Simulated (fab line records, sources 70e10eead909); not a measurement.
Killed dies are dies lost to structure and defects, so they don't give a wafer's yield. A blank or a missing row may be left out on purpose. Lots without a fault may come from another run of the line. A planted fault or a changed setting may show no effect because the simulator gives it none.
fab line records | flow nand_harc
record lots=7 wafers=21 last_day=33
route steps=1302 shown A_DECK1_JOINT@518
lots that met no fault: from a run of the same line without faults
start_h: hours from the record's first day to the start of the lot's first wafer shown | wait_h: hours since the lot's step before | " the same as in the row above | L1.1+2: a row that stands for several wafers | - no value, or no start given | * or withheld: withheld | < > ~ a bound
route shown NAME@n: a module of which the file shows steps, and the number in the route of the first | usual: mean/standard deviation of fault-free wafers | same: alike in all rows | chamber/n: place in a boat | sites: the reading at each site | _std_site: their standard deviation | _edge_site: outer sites' mean less inner sites' | radius_mm: how far each site lies from the wafer's centre | mask NAME#n: copy n | behind: the tool/chamber that last shaped the wafer | hold: why the lot was held/for how many hours/how that ended | device: the transistor (n, p or np) that didn't switch | end of line: the same wafers' tests at the end of the route | a step without rows: its recipe alone | killed: dies lost to structure and defects at the first sort, not the wafer's yield | map: a wafer's dies, x killed, . not, _ none there
set.NAME: the setting as run; set.NAME@STEP: as run at that earlier step | model.NAME: the simulator's own value behind a step, which no gauge read
lots at some steps of the route; a table a step, a row a wafer
services: from which hour (start_h, from the record's first day; less than 0 if before it) a tool's chamber was out of use, for how many hours, and why
## steps
# step NHARC_A_DECK1_JOINT_ETCHBACK_07
# recipe target_depth_a=1050 time_s=26.9 hbr_flow_sccm=150 rf_w=350 icp_w=350 bias_w=60 chemistry=HBr
# usual drypump_motor_current_A=5.9/0.51 he_backside_leak_sccm=2.7/0.32 oes_product_au=1.000/0.0096 rf_fwd_power_W=344.0/1.9 run_length_s=48.2/0.38 throttle_valve_pct=23.266/0.0088
# columns lot.wafer tool chamber start_h wait_h drypump_motor_current_A he_backside_leak_sccm oes_product_au rf_fwd_power_W rf_hours_counter_h run_length_s throttle_valve_pct
L906.4 rie_si-03 3 268.44 0.1 5.6 2.4 1.014 345.8 0.20 48.4 23.269
L906.5 " 1 " " 5.7 2.8 0.982 344.4 - 47.8 23.256
L906.6 " 2 " " 5.0 2.8 0.998 342.2 - 47.9 23.274
L908.4 rie_si-05 1 291.14 0.1 6.5 2.5 0.987 345.8 1.16 47.7 23.287
L908.1 " 2 " " 6.2 2.8 0.991 344.6 1.13 48.0 23.270
L908.6 " 0 " " 5.5 2.8 0.995 341.7 - 48.4 23.256
L915.1 rie_si-05 0 356.56 0.1 5.5 2.6 0.998 343.3 0.24 47.9 23.277
L915.4 " 2 " " 6.2 2.9 1.011 344.4 0.43 48.0 23.262
L915.6 " 0 " " 5.5 2.6 1.003 344.2 - 47.7 23.244
L916.1 rie_si-05 0 382.66 0.1 5.5 2.5 1.002 342.5 0.47 48.4 23.270
L916.3 " 2 " " 6.2 2.8 1.008 345.5 0.59 48.1 23.268
L916.4 " 2 " " 6.2 2.9 1.007 346.1 - 48.3 23.261
L917.1 rie_si-01 0 386.61 0.1 5.8 3.0 0.988 340.9 0.06 48.3 23.255
L917.4 " 3 " " 6.6 2.7 0.996 345.2 0.08 47.6 23.274
L917.6 " 0 " " 5.8 2.9 0.998 341.5 - 48.6 23.264
L924.4 rie_si-05 0 448.22 0.1 5.5 2.7 0.987 344.4 0.92 48.0 23.277
L924.2 " 1 " " 6.5 2.2 1.006 346.6 0.93 47.6 23.260
L924.6 " 1 " " 6.5 2.5 1.008 345.8 - 48.0 23.264
L925.2 rie_si-01 2 457.59 0.1 5.9 2.6 0.984 341.3 0.56 48.7 23.268
L925.5 " 3 " " 6.6 2.7 0.985 347.3 - 47.8 23.281
L925.6 " 0 " " 5.8 2.9 1.006 341.9 - 48.2 23.275
# step NHARC_A_DECK1_JOINT_ETCH_25
# recipe target_depth_a=5 chemistry=dHF material=SiO2
# step NHARC_A_DECK1_JOINT_ETCH_19
# recipe temp_c=25 target_depth_a=30 chemistry=TMAH material=poly-Si
# step NHARC_A_DECK1_JOINT_ETCH_18
# recipe target_depth_a=30 chemistry=dHF material=SiO2
# step NHARC_A_DECK1_JOINT_WET_08
# recipe temp_c=160 time_s=86 chemistry=H3PO4
# step NHARC_A_DECK1_JOINT_ETCH_09
# recipe target_depth_a=50 chemistry=dHF material=SiO2
# step NHARC_A_DECK1_JOINT_WET_10
# recipe temp_c=160 time_s=86 chemistry=H3PO4
# step NHARC_A_DECK1_JOINT_ETCH_11
# recipe target_depth_a=350 chemistry=dHF material=SiO2
# step NHARC_A_DECK1_JOINT_CVD_12
# recipe target_thk_a=900 temp_c=620 pressure_mtorr=200 time_s=1800 material=poly-Si
# step NHARC_A_DECK1_JOINT_CMP_13
# recipe target_thk_nm=51.023
# usual motor_current_A=11.6/0.85 slurry_filter_dp_kPa=13.51/0.14 time_to_endpoint_s=9.1/2.5
# columns lot.wafer tool chamber start_h wait_h motor_current_A slurry_filter_dp_kPa time_to_endpoint_s
L906.4 cmp-03 2 278.75 0.4 11.2 13.47 11.7
L906.5 " 1 " " 10.8 13.49 8.0
L906.6 " 2 " " 11.0 13.40 10.3
L908.4 cmp-01 2 301.30 0.4 10.8 13.43 11.4
L908.1 " 0 " " 11.9 13.55 11.7
L908.6 " 2 " " 10.8 13.57 10.7
L915.1 cmp-04 3 366.70 0.4 11.2 13.42 11.0
L915.4 " 0 " " 13.6 13.42 9.7
L915.6 " 3 " " 10.6 13.41 11.5
L916.4 cmp-04 3 392.84 0.4 11.0 13.49 6.7
L916.1 " 0 " " 12.3 13.72 6.3
L916.3 " 2 " " 14.0 13.51 6.9
L917.1 cmp-01 1 396.90 0.4 11.6 13.64 6.7
L917.4 " 2 " " 10.7 13.54 8.4
L917.6 " 2 " " 11.2 13.50 10.3
L924.2 cmp-04 2 458.34 0.4 13.2 13.89 6.7
L924.4 " 3 " " 11.5 13.52 4.7
L924.6 " 2 " " 13.5 13.38 5.0
L925.2 cmp-03 2 467.99 0.4 11.1 13.69 11.2
L925.5 " 3 " " 10.8 13.55 11.1
L925.6 " 0 " " 11.9 13.57 8.2
# step NHARC_A_DECK1_JOINT_THK_MEAS_14
# recipe thk_meas_gauge=ellipsometry
# usual thk_nm=50.8/1.5
# columns lot.wafer tool chamber start_h wait_h thk_nm
L906.4 film_metro-01 - 278.99 0.2 52.0
L906.5 " - " " 50.1
L906.6 " - " " 51.9
L908.1 film_metro-02 - 301.54 0.2 49.5
L908.4 " - " " 51.0
L908.6 " - " " 53.3
L915.1 film_metro-01 - 366.97 0.2 49.7
L915.4 " - " " 49.8
L915.6 " - " " 52.4
L916.1 film_metro-02 - 393.09 0.2 49.9
L916.3 " - " " 50.9
L916.4 " - " " 50.4
L917.1 film_metro-01 - 397.16 0.2 49.5
L917.4 " - " " 54.0
L917.6 " - " " 49.4
L924.2 film_metro-02 - 458.60 0.2 49.1
L924.4 " - " " 51.9
L924.6 " - " " 51.1
L925.2 film_metro-01 - 468.17 0.2 50.0
L925.5 " - " " 48.9
L925.6 " - " " 51.3
# step NHARC_A_DECK1_JOINT_SRD_04
# step NHARC_A_DECK1_JOINT_ETCHBACK_00
# recipe target_depth_a=300 time_s=17.4 hbr_flow_sccm=150 rf_w=350 icp_w=350 bias_w=60 chemistry=HBr
# usual drypump_motor_current_A=5.8/0.49 he_backside_leak_sccm=2.70/0.22 oes_product_au=1.001/0.0096 rf_fwd_power_W=343.4/2 run_length_s=38.7/0.36 throttle_valve_pct=23.265/0.0087
# columns lot.wafer tool chamber start_h wait_h drypump_motor_current_A he_backside_leak_sccm oes_product_au rf_fwd_power_W rf_hours_counter_h run_length_s throttle_valve_pct
L906.4 rie_si-05 3 279.12 0.1 5.9 2.36 0.988 344.2 0.9 38.6 23.263
L906.5 " 2 " " 6.2 2.89 0.992 341.5 - 38.6 23.266
L906.6 " 3 " " 5.9 2.38 0.987 344.9 - 38.3 23.267
L908.1 rie_si-03 0 301.67 0.1 6.2 2.83 1.018 343.1 0.5 39.0 23.251
L908.4 " 2 " " 5.0 2.74 1.013 340.5 0.4 38.4 23.263
L908.6 " 0 " " 6.2 2.92 1.018 343.2 - 39.2 23.272
L915.4 rie_si-03 2 367.09 0.1 5.0 2.72 1.006 - 0.8 30.4 23.265
L915.1 " 3 " " 5.6 2.46 1.000 344.2 0.9 38.5 23.270
L915.6 " 3 " " 5.6 2.38 1.018 344.2 - 38.5 23.265
L916.3 rie_si-03 3 393.22 0.1 5.7 2.42 1.017 - 1.0 31.2 23.254
L916.4 " 1 " " 5.7 2.81 0.991 - 1.0 30.8 23.260
L916.1 " 2 " " 5.0 2.74 1.000 341.5 1.0 38.3 23.284
L917.4 rie_si-03 2 397.31 0.1 5.0 2.71 1.000 - 1.0 30.7 23.256
L917.1 " 3 " " 5.7 2.48 1.006 344.8 1.1 39.0 23.264
L917.6 " 1 " " 5.7 2.84 0.991 342.9 - 38.6 23.266
L924.2 rie_si-03 1 458.73 0.1 5.7 2.83 1.002 342.0 0.2 38.1 23.254
L924.4 " 3 " " 5.7 2.46 1.005 344.4 0.4 38.9 23.256
L924.6 " 2 " " 5.0 2.90 1.008 342.5 - 38.7 23.269
L925.2 rie_si-05 3 468.34 0.1 5.9 2.33 1.001 343.1 1.0 39.0 23.264
L925.6 " 1 " " 6.5 2.69 1.008 346.0 - 38.3 23.281
L925.5 " 2 " " 6.2 2.69 0.994 343.9 - 39.1 23.264
# step NHARC_A_DECK1_JOINT_PRECLEAN_30
# recipe time_s=* temp_c=50 bath_age_min=0 chemistry=SC1
## services
# columns tool chamber start_h hours kind
cmp-01 - 245.14 0.5 repair
rie_si-03 1 259.10 6.8 repair
cmp-03 - 260.00 4.0 pm
rie_si-03 2 263.16 2.7 repair
rie_si-01 - 279.73 0.2 repair
cmp-04 - 281.22 16.5 repair
cmp-01 - 284.83 4.0 pm
rie_si-05 - 305.00 9.0 pm
cmp-04 - 308.84 4.0 pm
cmp-04 - 330.57 2.4 repair
rie_si-01 - 355.28 1.2 repair
cmp-03 - 358.00 4.0 pm
rie_si-03 2 359.76 2.0 repair
rie_si-05 1 364.20 11.5 repair
rie_si-01 - 370.00 9.0 pm
cmp-04 - 376.12 0.9 repair
rie_si-03 0 377.12 11.2 repair
rie_si-05 3 378.88 7.1 repair
cmp-04 - 382.75 0.3 repair
cmp-01 - 382.83 4.0 pm
rie_si-03 - 398.00 9.0 pm
cmp-04 - 406.84 4.0 pm
rie_si-03 3 427.05 1.8 repair
rie_si-03 2 465.01 13.5 repair
## key
first_sign step=NHARC_A_DECK1_JOINT_ETCHBACK_00 reading=run_length_s direction=down sigmas=22 usual=* struck=*
effect none on later readings
met_at NHARC_A_DECK1_JOINT_ETCHBACK_00
struck_wafers L915.4,L916.3,L916.4,L917.4
tester_left_out L915,L916,L917
onset_between 301.67 367.09
fault kind=process_parameter_drift tool=rie_si-03 chamber=- onset_h=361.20 steps=NHARC_A_DECK1_JOINT_ETCHBACK_00 channel=time_s offset=* shape=step end_h=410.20 scope=struck_wafers_only acts_in=* stated=*
# tester_left_out: of these lots the tester's yield and bins aren't shown, on N5 and GAA mostly nor the transistor test; their killed dies are dies lost to structure and defects alone, not to doping, threshold or leakage, so they don't give the yield
